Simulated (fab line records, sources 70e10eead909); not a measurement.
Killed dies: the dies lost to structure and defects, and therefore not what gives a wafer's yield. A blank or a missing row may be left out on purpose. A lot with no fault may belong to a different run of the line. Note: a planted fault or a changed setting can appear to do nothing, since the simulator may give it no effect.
Matching of chambers + flow nand harc + 3 sister chambers for NHARC_P_M0_PRE_CLEAN_31 on pecvd-03
The step time 12 s. 20 wafers are shown with their chamber, then 10 later ones without.

== WAFERS WITH THEIR CHAMBER ==
| wafer  | chamber | heater power w (W) |
|--------|---------|--------------------|
| L074.1 | 0       | 475                |
| L074.4 | 2       | 658                |
| L074.6 | 1       | 632                |
| L075.2 | 1       | 669                |
| L075.5 | 0       | 489                |
| L075.6 | 1       | 670                |
| L077.2 | 2       | 553                |
| L077.4 | 1       | 589                |
| L077.6 | 2       | 548                |
| L081.2 | 1       | 720                |
| L081.3 | 2       | 655                |
| L081.5 | 0       | 494                |
| L082.1 | 0       | 554                |
| L082.2 | 2       | 580                |
| L082.5 | 1       | 674                |
| L085.1 | 0       | 471                |
| L085.2 | 1       | 721                |
| L085.4 | 1       | 712                |
| L087.1 | 1       | 710                |
| L087.4 | 0       | 519                |

SIGNATURES, as means of the wafers listed above
| reading        | chamber 0 | chamber 1 | chamber 2 | scatter within a chamber |
|----------------|-----------|-----------|-----------|--------------------------|
| heater power w | 500.33    | 677.44    | 598.80    | 43.8                     |
Rule: a wafer lies at a distance from a chamber equal to the root of the sum of squares, over the readings, of (its reading less the chamber's mean, divided by the reading's scatter). If the next closest chamber is less than 2 further off than the closest, the wafer can't be placed; otherwise it belongs to the closest. How the scatter is found: for the shown wafers, subtract from each reading the mean of its chamber, square and add these, divide the total by (wafers less chambers), then take the root.

== WAFERS WITH NO CHAMBER GIVEN ==
| wafer  | heater power w (W) |
|--------|--------------------|
| L087.6 | 704                |
| L090.2 | 724                |
| L090.3 | 559                |
| L090.6 | 693                |
| L092.4 | 526                |
| L092.5 | 631                |
| L092.6 | 742                |
| L093.2 | 499                |
| L093.3 | 643                |
| L093.6 | 707                |

== WHICH CHAMBER EACH WENT THROUGH ==
| wafer  | from the rows above          | in truth |
|--------|------------------------------|----------|
| L087.6 | can't be placed: 1 or 2      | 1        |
| L090.2 | can't be placed: 1 or 2      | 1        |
| L090.3 | can't be placed: 2 or 0 or 1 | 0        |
| L090.6 | can't be placed: 1 or 2      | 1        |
| L092.4 | can't be placed: 0 or 2      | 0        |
| L092.5 | can't be placed: 2 or 1      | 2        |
| L092.6 | can't be placed: 1 or 2      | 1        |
| L093.2 | 0                            | 0        |
| L093.3 | can't be placed: 1 or 2      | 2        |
| L093.6 | can't be placed: 1 or 2      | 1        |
Correctly placed: 1 of 10. From these rows, 9 cannot be placed; in 9 the true chamber is one of the candidates. 0 placed wrongly.
